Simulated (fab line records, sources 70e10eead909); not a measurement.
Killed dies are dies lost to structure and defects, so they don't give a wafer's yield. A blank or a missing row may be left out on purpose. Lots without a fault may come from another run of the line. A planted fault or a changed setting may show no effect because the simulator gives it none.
A struck lot beside a sound one | flow nand_harc | 15 steps out of a route of 1159
Sound: wafers L448.2, L448.3, L448.6. Struck: wafers L459.4, L459.5, L459.6. The cause comes at the end.
At each step with rows: each side's tool, then ch and its chambers, then its first start. Under that, the readings that differ: sound wafers | struck wafers | difference of the means | sigmas: that difference in standard deviations of wafers without a fault.
alike: readings whose means differ by less than 2 such deviations, and words and numbers that are the same on both sides. not compared: withheld readings, readings that some wafer has no value for, bounds like >300 that may hide the same value, and numbers for which the record gives no deviation and whose values overlap.
The two part at a step that has a row with sigmas, a row that says differs or no value, or rows on one side only. Numbers that don't overlap but have no deviation are shown without sigmas and don't part them. A reading that every wafer of one side lacks parts them only if that side has two wafers or more.

NHARC_A_CONTACT_ETCH_119: etches the open film in C4F8/O2/Ar, time 94 s, target depth 922 nm.
  sound on har_cap_etch-01 ch 0, day 16 08:52; struck on har_cap_etch-01 ch 0,1, day 19 15:43
  alike: chamber_pressure_mTorr, oes_air_line_au
  not compared: rf_hours_counter_h
NHARC_A_CONTACT_ETCH_120: etches the open film in C4F8/O2/Ar, time 94 s, target depth 922 nm.
  sound on har_cap_etch-01 ch 0, day 16 08:58; struck on har_cap_etch-01 ch 0,1, day 19 15:49
  alike: chamber_pressure_mTorr, oes_air_line_au
  not compared: rf_hours_counter_h
NHARC_A_CONTACT_ETCH_121: etches the open film in C4F8/O2/Ar, time 94 s, target depth 922 nm.
  sound on har_cap_etch-01 ch 0, day 16 09:03; struck on har_cap_etch-01 ch 0,1, day 19 15:54
  alike: chamber_pressure_mTorr, oes_air_line_au
  not compared: rf_hours_counter_h
then, 1 step without rows for these wafers: NHARC_A_CONTACT_ETCH_122 (etches the open film in C4F8/O2/Ar, time 95 s, target depth 930 nm).
NHARC_A_CONTACT_ETCH_123: etches the open film in C4F8/O2/Ar, time 253 s, target depth 1090 nm.
  sound on har_cap_etch-01 ch 0, day 16 09:16; struck on har_cap_etch-01 ch 0,1, day 19 16:12
  alike: chamber_pressure_mTorr, oes_air_line_au
  not compared: rf_hours_counter_h
then, 1 step without rows for these wafers: NHARC_A_CONTACT_ETCH_90 (etches the open film in CH3F/O2, target depth 40 nm, time 85.7 s).
NHARC_A_CONTACT_ETCH_96: etches the open film in C4F6/O2, target depth 20 nm, time 10 s.
  sound on rie_diel-13 ch 1,2,3; struck on rie_diel-01 ch 2,3, day 19 16:55
  alike: chamber_pressure_mTorr, drypump_motor_current_A, o2_flow_sccm, oes_product_au, rf_vpp_V, showerhead_plenum_p_Torr, throttle_valve_pct
  not compared: rf_hours_counter_h
NHARC_A_CONTACT_CD_MEAS_53:
  sound on cd_sem-01, day 16 10:02; struck on cd_sem-03, day 19 17:01
  reading    | sound             | struck            | difference | sigmas
  cd_nm (nm) | 190.6 189.7 190.3 | 187.1 187.7 187.1 | -2.9       | -3
then, 4 steps without rows for these wafers: NHARC_A_CONTACT_STRIP_99 (strips in N2/H2); NHARC_A_CONTACT_STRIP_100 (strips in CF4/CHF3); NHARC_A_CONTACT_STRIP_101 (strips in O2/COS); NHARC_A_CONTACT_ETCH_102 (etches the open film in CF4/O2, target depth 70 nm, overetch 7 nm, time 38.5 s).
NHARC_A_CONTACT_STRIP_55: strips in O2.
  sound on rie_diel-13 ch 1,2, day 16 10:24; struck on rie_diel-07 ch 0,1, day 19 17:48
  no value came back on the struck wafers for any of 8 readings (bias_w (W), chamber_pressure_mTorr (mTorr) and others); on the sound wafers bias_w (W) reads 0 0 0
  not compared: rf_hours_counter_h
then, 1 step without rows for these wafers: NHARC_A_CONTACT_STRIP_56 (strips in post etch residue remover, time 600 s).
-- the record jumps here: 3 days lie between the struck wafers' starts before and after (it left off in module A_CONTACT and takes up again in module END, whose first step shown is number 1159 of the route) --
NHARC_END_SORT_01:
  the record has rows for the struck wafers here (prober-01 ch 0, day 22 10:37) and none for the sound ones

WHERE THEY PART
First at NHARC_A_CONTACT_CD_MEAS_53; last, within this record, at NHARC_END_SORT_01.

WHY: what the simulator had put in
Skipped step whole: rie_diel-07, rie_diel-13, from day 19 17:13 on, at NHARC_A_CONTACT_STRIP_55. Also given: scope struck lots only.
